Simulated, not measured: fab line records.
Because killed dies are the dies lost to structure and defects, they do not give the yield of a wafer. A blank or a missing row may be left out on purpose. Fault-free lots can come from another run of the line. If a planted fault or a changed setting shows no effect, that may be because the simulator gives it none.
fab line records | flow nand_harc
record lots=14 | wafers=42 | last_day=34
route steps=1302 shown A_M0@1157
lots that met no fault: taken from a fault-free run of the same line
start_h: hours from the record's first day to the start of the lot's first wafer shown | wait_h: hours since the lot's step before | " unchanged from the row above | L1.1+2: one row covering several wafers at once | - no value present, or no start provided | * or withheld: withheld | < > ~ a bound
route shown NAME@n: a module of which the file shows steps, and the number in the route of the first | usual: the fault-free wafers' mean and standard deviation | same: alike in all rows | chamber/n: place in a boat | sites: readings site by site | _std_site: their standard deviation | _edge_site: outer sites' mean less inner sites' | radius_mm: how far each site lies from the wafer's centre | mask NAME#n: copy n | behind: the most recent tool/chamber to have shaped the wafer | hold: the reason the lot was held/the length of the hold in hours/how it ended | device: whichever transistor did not switch (one of n, p or np) | end of line: tests run on the same wafers once the route is complete | a step without rows: its recipe alone | killed: count of dies lost to structure and defects at first sort (not the wafer's yield) | map: dies across one wafer; x = killed, . = not, _ = none there
set.NAME: the run value of the setting; set.NAME@STEP: its run value at that earlier step | model.NAME: the simulator's own value behind a step, which no gauge read
route steps across a sampled set of lots; one table per step, one row per wafer
services: when a tool's chamber went out of use (start_h, in hours from the record's first day, below 0 if earlier), for how many hours, and the reason
## steps
# step NHARC_A_M0_PRE_CLEAN_29
# recipe time_s=30 | temp_c=280 | gas=H2/He
# usual heater_power_w=419/32
# same time_s=30
lot.wafer | tool           | chamber | start_h | wait_h | heater_power_w
L662.3    | pvd_sputter-03 | -       | -       | -      | 426
L662.6    | "              | -       | "       | "      | 425
L662.5    | "              | -       | "       | "      | 427
L665.1    | pvd_sputter-01 | -       | -       | -      | 463
L665.2    | "              | -       | "       | "      | 449
L665.4    | "              | -       | "       | "      | 362
L669.1    | pvd_sputter-01 | -       | -       | -      | 446
L669.4    | "              | -       | "       | "      | 383
L669.5    | "              | -       | "       | "      | 427
L671.2    | pvd_sputter-02 | -       | -       | -      | 370
L671.5    | "              | -       | "       | "      | 453
L671.6    | "              | -       | "       | "      | 362
L673.2    | pvd_sputter-03 | -       | -       | -      | 400
L673.1    | "              | -       | "       | "      | 412
L673.5    | "              | -       | "       | "      | 399
L672.1    | pvd_sputter-03 | -       | -       | -      | 389
L672.4    | "              | -       | "       | "      | 420
L672.2    | "              | -       | "       | "      | 418
L676.3    | pvd_sputter-01 | -       | -       | -      | 444
L676.4    | "              | -       | "       | "      | 383
L676.6    | "              | -       | "       | "      | 440
L675.4    | pvd_sputter-02 | -       | -       | -      | 457
L675.5    | "              | -       | "       | "      | 455
L675.6    | "              | -       | "       | "      | 391
L679.1    | pvd_sputter-01 | -       | -       | -      | 441
L679.4    | "              | -       | "       | "      | 346
L679.5    | "              | -       | "       | "      | 446
L681.3    | pvd_sputter-02 | -       | -       | -      | 457
L681.2    | "              | -       | "       | "      | 391
L681.5    | "              | -       | "       | "      | 418
L680.4    | pvd_sputter-02 | -       | -       | -      | 424
L680.2    | "              | -       | "       | "      | 460
L680.3    | "              | -       | "       | "      | 395
L683.4    | pvd_sputter-01 | -       | -       | -      | 378
L683.2    | "              | -       | "       | "      | 331
L683.5    | "              | -       | "       | "      | 441
L682.3    | pvd_sputter-03 | -       | -       | -      | 416
L682.1    | "              | -       | "       | "      | 389
L682.6    | "              | -       | "       | "      | 442
L684.4    | pvd_sputter-02 | -       | -       | -      | 453
L684.1    | "              | -       | "       | "      | 395
L684.3    | "              | -       | "       | "      | 462
# step NHARC_A_M0_ECD_22
# recipe target_thk_a=4000 | bath_temp_c=25 | material=Cu
# usual bath_heat_duty_pct=6.0/0.54 | bath_temp_c=24.98/0.11
lot.wafer | tool      | chamber | start_h | wait_h | bath_heat_duty_pct | bath_temp_c
L662.3    | ecd_cu-02 | 0       | 543.10  | -      | -                  | -
L662.6    | "         | 0       | "       | "      | -                  | -
L662.5    | "         | 1       | "       | "      | -                  | -
L665.2    | ecd_cu-01 | 1       | 575.50  | -      | -                  | -
L665.1    | "         | 0       | "       | "      | -                  | -
L665.4    | "         | 1       | "       | "      | -                  | -
L669.1    | ecd_cu-02 | 1       | 625.58  | -      | 6.6                | 24.89
L669.4    | "         | 1       | "       | "      | 6.0                | 24.97
L669.5    | "         | 1       | "       | "      | 5.9                | 25.03
L671.2    | ecd_cu-02 | 1       | 637.22  | -      | 5.9                | 24.81
L671.5    | "         | 1       | "       | "      | 5.8                | 25.03
L671.6    | "         | 0       | "       | "      | 6.1                | 24.71
L673.1    | ecd_cu-01 | 1       | 642.88  | -      | 5.2                | 25.01
L673.2    | "         | 0       | "       | "      | 6.3                | 24.87
L673.5    | "         | 0       | "       | "      | 7.3                | 24.86
L672.1    | ecd_cu-02 | 0       | 647.46  | -      | 6.0                | 24.88
L672.2    | "         | 1       | "       | "      | 6.8                | 24.89
L672.4    | "         | 1       | "       | "      | 5.8                | 24.88
L676.4    | ecd_cu-01 | 0       | 674.97  | -      | 6.3                | 25.07
L676.3    | "         | 1       | "       | "      | 5.6                | 24.89
L676.6    | "         | 1       | "       | "      | 5.5                | 24.90
L675.4    | ecd_cu-01 | 0       | 676.87  | -      | 6.8                | 24.97
L675.5    | "         | 1       | "       | "      | 5.6                | 24.90
L675.6    | "         | 0       | "       | "      | 6.0                | 25.11
L679.1    | ecd_cu-01 | 1       | 712.39  | -      | 6.2                | 25.17
L679.4    | "         | 0       | "       | "      | 5.7                | 25.01
L679.5    | "         | 0       | "       | "      | 6.1                | 24.91
L681.2    | ecd_cu-02 | 0       | 729.06  | -      | 5.8                | 24.86
L681.3    | "         | 0       | "       | "      | 6.0                | 24.91
L681.5    | "         | 0       | "       | "      | 5.3                | 24.95
L680.2    | ecd_cu-02 | 0       | 739.12  | -      | 5.8                | 25.16
L680.4    | "         | 1       | "       | "      | 5.2                | 24.86
L680.3    | "         | 0       | "       | "      | 6.3                | 25.02
L683.2    | ecd_cu-02 | 0       | 742.30  | -      | 6.6                | 25.07
L683.4    | "         | 0       | "       | "      | 6.4                | 24.85
L683.5    | "         | 1       | "       | "      | 6.4                | 24.91
L682.1    | ecd_cu-02 | 0       | 744.39  | -      | 6.4                | 25.03
L682.3    | "         | 1       | "       | "      | 6.6                | 24.91
L682.6    | "         | 0       | "       | "      | 6.0                | 24.91
L684.1    | ecd_cu-01 | 1       | 767.23  | -      | 5.3                | 24.99
L684.3    | "         | 1       | "       | "      | 4.4                | 25.03
L684.4    | "         | 0       | "       | "      | 6.5                | 24.94
# step NHARC_A_M0_ANNEAL_30
# recipe temp_c=225 | time_s=90
# usual wafer_temp_C_max=226.1/0.33
# same time_s=90
lot.wafer | tool          | chamber | start_h | wait_h | wafer_temp_C_max
L662.3    | rtp_anneal-01 | 0       | 543.48  | 0.3    | 226.3
L662.5    | "             | 0       | "       | "      | 226.0
L662.6    | "             | 0       | "       | "      | 226.4
L665.1    | rtp_anneal-01 | 0       | 575.87  | 0.3    | 226.1
L665.2    | "             | 0       | "       | "      | 226.6
L665.4    | "             | 0       | "       | "      | 226.4
L669.1    | rtp_anneal-02 | 0       | 625.96  | 0.3    | 225.7
L669.4    | "             | 0       | "       | "      | 225.8
L669.5    | "             | 0       | "       | "      | 225.5
L671.2    | rtp_anneal-02 | 0       | 637.65  | -      | 226.1
L671.5    | "             | 0       | "       | "      | 226.0
L671.6    | "             | 0       | "       | "      | 225.7
L673.1    | rtp_anneal-01 | 0       | 643.26  | 0.3    | 226.5
L673.2    | "             | 0       | "       | "      | 226.2
L673.5    | "             | 0       | "       | "      | 226.9
L672.1    | rtp_anneal-02 | 0       | 647.84  | 0.3    | 226.2
L672.2    | "             | 0       | "       | "      | 226.1
L672.4    | "             | 0       | "       | "      | 226.4
L676.3    | rtp_anneal-01 | 0       | 675.35  | 0.3    | 225.9
L676.4    | "             | 0       | "       | "      | 225.9
L676.6    | "             | 0       | "       | "      | 226.6
L675.4    | rtp_anneal-02 | 0       | 677.25  | -      | 226.0
L675.5    | "             | 0       | "       | "      | 225.7
L675.6    | "             | 0       | "       | "      | 226.1
L679.1    | rtp_anneal-01 | 0       | 712.77  | 0.3    | 226.1
L679.4    | "             | 0       | "       | "      | 226.4
L679.5    | "             | 0       | "       | "      | 226.1
L681.2    | rtp_anneal-01 | 0       | 729.49  | 0.4    | 226.2
L681.3    | "             | 0       | "       | "      | 226.1
L681.5    | "             | 0       | "       | "      | 226.2
L680.2    | rtp_anneal-02 | 0       | 739.50  | 0.3    | 226.1
L680.3    | "             | 0       | "       | "      | 225.5
L680.4    | "             | 0       | "       | "      | 225.6
L683.2    | rtp_anneal-02 | 0       | 742.78  | -      | 225.5
L683.4    | "             | 0       | "       | "      | 225.6
L683.5    | "             | 0       | "       | "      | 225.8
L682.1    | rtp_anneal-01 | 0       | 744.75  | 0.3    | 226.4
L682.3    | "             | 0       | "       | "      | 226.8
L682.6    | "             | 0       | "       | "      | 226.5
L684.1    | rtp_anneal-01 | 0       | 767.60  | -      | 226.3
L684.3    | "             | 0       | "       | "      | 226.2
L684.4    | "             | 0       | "       | "      | 227.1
# step NHARC_A_M0_CMP_23
# recipe t_overpolish_s=20 | target_thk_nm=113.75
# usual motor_current_A=12.2/1.1 | time_to_endpoint_s=28.1/2.2
lot.wafer | tool   | chamber | start_h | wait_h | motor_current_A | time_to_endpoint_s
L662.3    | cmp-02 | 2       | 543.81  | -      | 11.6            | 0.7
L662.6    | "      | 3       | "       | "      | 11.2            | 2.7
L662.5    | "      | 0       | "       | "      | 12.3            | 1.9
L665.4    | cmp-04 | 1       | 576.24  | -      | 13.3            | 0.0
L665.2    | "      | 2       | "       | "      | 13.9            | 0.7
L665.1    | "      | 3       | "       | "      | 11.8            | 1.2
L669.1    | cmp-03 | 0       | 626.34  | -      | 11.8            | 29.2
L669.4    | "      | 2       | "       | "      | 13.1            | 28.0
L669.5    | "      | 3       | "       | "      | 11.9            | 27.6
L671.2    | cmp-04 | 0       | 638.00  | -      | 11.7            | 32.0
L671.5    | "      | 2       | "       | "      | 14.0            | 26.2
L671.6    | "      | 3       | "       | "      | 11.2            | 26.9
L673.1    | cmp-03 | 3       | 643.67  | -      | 11.4            | 24.7
L673.2    | "      | 0       | "       | "      | 11.1            | 28.1
L673.5    | "      | 2       | "       | "      | 13.2            | 29.9
L672.4    | cmp-03 | 2       | 648.18  | -      | 14.4            | 28.3
L672.1    | "      | 3       | "       | "      | 11.0            | 25.7
L672.2    | "      | 1       | "       | "      | 13.3            | 28.5
L676.3    | cmp-03 | 2       | 675.64  | -      | 13.9            | 25.0
L676.4    | "      | 0       | "       | "      | 11.3            | 26.7
L676.6    | "      | 2       | "       | "      | 13.4            | 25.3
L675.4    | cmp-03 | 3       | 677.47  | -      | 11.8            | 26.2
L675.6    | "      | 2       | "       | "      | 13.2            | 27.2
L675.5    | "      | 3       | "       | "      | 11.5            | 26.9
L679.4    | cmp-02 | 3       | 713.14  | -      | 11.4            | 35.4
L679.1    | "      | 1       | "       | "      | 10.3            | 30.1
L679.5    | "      | 3       | "       | "      | 10.7            | 33.8
L681.2    | cmp-04 | 1       | 729.78  | -      | 12.7            | 28.8
L681.3    | "      | 0       | "       | "      | 11.6            | 31.6
L681.5    | "      | 2       | "       | "      | 13.6            | 27.9
L680.4    | cmp-04 | 2       | 739.80  | -      | 13.7            | 26.9
L680.2    | "      | 0       | "       | "      | 12.3            | 30.2
L680.3    | "      | 1       | "       | "      | 12.7            | 23.1
L683.2    | cmp-02 | 2       | 743.12  | -      | 12.0            | 26.5
L683.4    | "      | 3       | "       | "      | 11.4            | 31.4
L683.5    | "      | 1       | "       | "      | 10.4            | 28.6
L682.1    | cmp-04 | 2       | 745.10  | -      | 13.8            | 28.1
L682.3    | "      | 3       | "       | "      | 11.2            | 25.2
L682.6    | "      | 3       | "       | "      | 11.9            | 23.6
L684.4    | cmp-03 | 3       | 767.98  | -      | 10.7            | 27.9
L684.3    | "      | 0       | "       | "      | 11.0            | 31.1
L684.1    | "      | 1       | "       | "      | 13.1            | 30.0
# step NHARC_A_M0_THK_MEAS_24
# recipe thk_meas_gauge=xrf
# usual thk_nm=113.4/1.4
lot.wafer | tool          | chamber | start_h | wait_h | thk_nm
L662.3    | film_metro-02 | -       | 544.05  | -      | 29.8
L662.5    | "             | -       | "       | "      | 29.7
L662.6    | "             | -       | "       | "      | 30.1
L665.1    | film_metro-01 | -       | 576.53  | -      | 30.0
L665.2    | "             | -       | "       | "      | 28.9
L665.4    | "             | -       | "       | "      | 28.8
L669.1    | film_metro-01 | -       | 626.63  | -      | 112.1
L669.4    | "             | -       | "       | "      | 113.6
L669.5    | "             | -       | "       | "      | 114.2
L671.2    | film_metro-01 | -       | 638.26  | -      | 113.2
L671.5    | "             | -       | "       | "      | 111.0
L671.6    | "             | -       | "       | "      | 113.6
L673.1    | film_metro-02 | -       | 643.93  | -      | 113.1
L673.2    | "             | -       | "       | "      | 114.6
L673.5    | "             | -       | "       | "      | 114.9
L672.1    | film_metro-01 | -       | 648.50  | -      | 113.6
L672.2    | "             | -       | "       | "      | 113.3
L672.4    | "             | -       | "       | "      | 113.1
L676.3    | film_metro-02 | -       | 675.92  | -      | 111.4
L676.4    | "             | -       | "       | "      | 113.7
L676.6    | "             | -       | "       | "      | 112.4
L675.4    | film_metro-02 | -       | 677.76  | -      | 112.5
L675.5    | "             | -       | "       | "      | 112.6
L675.6    | "             | -       | "       | "      | 112.4
L679.1    | film_metro-02 | -       | 713.42  | -      | 111.5
L679.4    | "             | -       | "       | "      | 114.5
L679.5    | "             | -       | "       | "      | 115.9
L681.2    | film_metro-02 | -       | 730.11  | -      | 113.2
L681.3    | "             | -       | "       | "      | 115.6
L681.5    | "             | -       | "       | "      | 114.5
L680.2    | film_metro-02 | -       | 740.11  | -      | 114.9
L680.3    | "             | -       | "       | "      | 112.1
L680.4    | "             | -       | "       | "      | 112.1
L683.2    | film_metro-01 | -       | 743.38  | -      | 114.8
L683.4    | "             | -       | "       | "      | 115.6
L683.5    | "             | -       | "       | "      | 113.0
L682.1    | film_metro-01 | -       | 745.41  | -      | 115.5
L682.3    | "             | -       | "       | "      | 116.7
L682.6    | "             | -       | "       | "      | 113.9
L684.1    | film_metro-01 | -       | 768.27  | -      | 115.0
L684.3    | "             | -       | "       | "      | 114.6
L684.4    | "             | -       | "       | "      | 115.0
# step NHARC_A_M0_INSPECT_27
# usual raw_defect_count=518/120
lot.wafer | tool              | chamber | start_h | wait_h | raw_defect_count
L662.3    | defect_inspect-02 | -       | 544.20  | 0.0    | 516
L662.5    | "                 | -       | "       | "      | 415
L662.6    | "                 | -       | "       | "      | 453
L665.1    | defect_inspect-02 | -       | 576.69  | 0.0    | 496
L665.2    | "                 | -       | "       | "      | 558
L665.4    | "                 | -       | "       | "      | 509
L669.1    | defect_inspect-01 | -       | 626.78  | 0.0    | 441
L669.4    | "                 | -       | "       | "      | 432
L669.5    | "                 | -       | "       | "      | 507
L671.2    | defect_inspect-02 | -       | 638.41  | 0.0    | 647
L671.5    | "                 | -       | "       | "      | 432
L671.6    | "                 | -       | "       | "      | 539
L673.1    | defect_inspect-01 | -       | 644.09  | 0.0    | 492
L673.2    | "                 | -       | "       | "      | 611
L673.5    | "                 | -       | "       | "      | 645
L672.1    | defect_inspect-02 | -       | 648.65  | 0.0    | 632
L672.2    | "                 | -       | "       | "      | 573
L672.4    | "                 | -       | "       | "      | 463
L676.3    | defect_inspect-01 | -       | 676.08  | 0.0    | 782
L676.4    | "                 | -       | "       | "      | 502
L676.6    | "                 | -       | "       | "      | 468
L675.4    | defect_inspect-01 | -       | 677.92  | 0.0    | 409
L675.5    | "                 | -       | "       | "      | 439
L675.6    | "                 | -       | "       | "      | 557
L679.1    | defect_inspect-02 | -       | 713.58  | 0.0    | 773
L679.4    | "                 | -       | "       | "      | 659
L679.5    | "                 | -       | "       | "      | 626
L681.2    | defect_inspect-02 | -       | 730.26  | 0.0    | 395
L681.3    | "                 | -       | "       | "      | 402
L681.5    | "                 | -       | "       | "      | 428
L680.2    | defect_inspect-01 | -       | 740.26  | 0.0    | 665
L680.3    | "                 | -       | "       | "      | 588
L680.4    | "                 | -       | "       | "      | 699
L683.2    | defect_inspect-02 | -       | 743.54  | 0.0    | 414
L683.4    | "                 | -       | "       | "      | 407
L683.5    | "                 | -       | "       | "      | 439
L682.1    | defect_inspect-02 | -       | 745.57  | 0.0    | 514
L682.3    | "                 | -       | "       | "      | 410
L682.6    | "                 | -       | "       | "      | 519
L684.1    | defect_inspect-02 | -       | 768.43  | 0.0    | 739
L684.3    | "                 | -       | "       | "      | 752
L684.4    | "                 | -       | "       | "      | 556
## services
tool           | chamber | start_h | hours | kind
pvd_sputter-03 | -       | 523.20  | 2.8   | repair
pvd_sputter-03 | -       | 526.00  | 10.0  | pm
cmp-02         | -       | 526.56  | 4.0   | pm
cmp-03         | -       | 530.11  | 0.7   | repair
cmp-03         | -       | 555.29  | 4.0   | pm
cmp-02         | -       | 559.12  | 0.7   | repair
pvd_sputter-01 | -       | 582.04  | 10.0  | pm
ecd_cu-02      | -       | 596.19  | 8.0   | pm
cmp-04         | -       | 604.00  | 4.0   | pm
cmp-04         | -       | 632.85  | 1.8   | repair
pvd_sputter-02 | -       | 638.20  | 10.0  | pm
ecd_cu-02      | -       | 639.64  | 5.2   | repair
cmp-03         | -       | 653.29  | 4.0   | pm
cmp-03         | -       | 667.48  | 2.6   | repair
ecd_cu-02      | -       | 680.27  | 11.8  | repair
pvd_sputter-01 | -       | 684.99  | 8.9   | repair
ecd_cu-01      | -       | 688.00  | 8.0   | pm
cmp-04         | -       | 702.00  | 4.0   | pm
pvd_sputter-03 | -       | 704.00  | 10.0  | pm
ecd_cu-01      | -       | 710.55  | 1.6   | repair
rtp_anneal-02  | -       | 744.00  | 12.0  | pm
cmp-04         | -       | 747.55  | 0.4   | repair
cmp-03         | -       | 751.35  | 4.0   | pm
pvd_sputter-01 | -       | 760.04  | 10.0  | pm
## key
first_sign step=NHARC_A_M0_ECD_22 | reading=tool_record | direction=missing
effect step=NHARC_A_M0_CMP_23 | reading=time_to_endpoint_s | direction=down | sigmas=12 | usual=* | struck=*
effect step=NHARC_A_M0_THK_MEAS_24 | reading=thk_nm | direction=down | sigmas=61 | usual=113.4 | struck=29.6
met_at NHARC_A_M0_ECD_22
struck_lots L662,L665
later_rows_left_out L662.3,L662.5,L662.6,L665.1,L665.2,L665.4
sort_left_out L662.3,L662.5,L662.6,L665.1,L665.2,L665.4
tester_left_out L662,L665
not_acting_at NHARC_A_M0_PRE_CLEAN_29,NHARC_A_M0_ANNEAL_30,NHARC_A_M0_INSPECT_27
earlier_fault kind=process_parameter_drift | tool=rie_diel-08 | chamber=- | onset_h=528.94 | steps=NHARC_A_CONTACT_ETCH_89 | channel=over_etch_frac | offset=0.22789 | shape=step | acts_in=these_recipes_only | stated=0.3
fault kind=skipped_step_whole | tool=ecd_cu-01,ecd_cu-02 | chamber=- | onset_h=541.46 | steps=NHARC_A_M0_ECD_22 | scope=struck_lots_only
# tester_left_out: of these lots the tester's yield and bins aren't shown, on N5 and GAA mostly nor the transistor test; their killed dies are dies lost to structure and defects alone, not to doping, threshold or leakage, so they don't give the yield
# sort_left_out: the simulated sort isn't trusted on such a fault, so these wafers' sort isn't shown, and their yield isn't known
# later_rows_left_out: the simulator's readings of these wafers behind a module that went badly wrong aren't trusted and aren't shown, but for the sort
